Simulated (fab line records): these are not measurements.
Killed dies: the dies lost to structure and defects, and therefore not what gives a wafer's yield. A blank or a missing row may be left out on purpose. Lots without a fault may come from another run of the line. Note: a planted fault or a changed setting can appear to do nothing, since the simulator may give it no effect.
Matching of chambers -- flow nandHarc -- rieDiel-04 running NHARC_A_M0_STRIP_18: 4 sister chambers
The step strips in N2/H2. 7 wafers are shown with their chamber, then 7 later ones without.

WAFERS, EACH WITH ITS CHAMBER
wafer,chamber,rfVppV (V),oesProductAu (a.u.)
L078.3,3,90.6,0.995
L081.5,0,89.5,0.993
L086.1,3,91.9,0.992
L086.4,2,90.7,0.993
L086.5,1,88.8,0.988
L089.1,2,89.9,0.988
L089.2,1,90.1,0.988

WAFERS WITH NO CHAMBER GIVEN
wafer,rfVppV (V),oesProductAu (a.u.)
L089.5,89.6,0.999
L091.2,89.0,0.985
L091.3,88.1,0.999
L091.6,90.7,0.997
L096.1,92.2,0.995
L096.2,90.1,0.995
L096.4,90.1,1.007

WHICH CHAMBER EACH ONE RAN IN
wafer,from the rows above,in truth
L089.5,can't be placed: 0 or 3 or 2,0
L091.2,can't be placed: 1 or 2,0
L091.3,can't be placed: 0 or 2 or 3 or 1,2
L091.6,can't be placed: 3 or 0 or 2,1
L096.1,can't be placed: 3 or 2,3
L096.2,can't be placed: 0 or 3 or 2 or 1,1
L096.4,can't be placed: 3 or 0 or 2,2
Correct placement for 0 of the 7. Can't be placed from these rows: 7 (the true chamber is among the candidates in 5). Number placed wrongly: 0.
How it was worked out, from the rows above alone: a wafer's distance from a chamber is the root of the sum, over the readings, of the square of ((its reading less the chamber's mean) divided by the reading's scatter). If the next closest chamber is less than 2 further off than the closest, the wafer can't be placed; otherwise it belongs to the closest. Each chamber's mean is taken over the wafers shown for it. How the scatter is found: for the shown wafers, subtract from each reading the mean of its chamber, square and add these, divide the total by (wafers less chambers), then take the root.
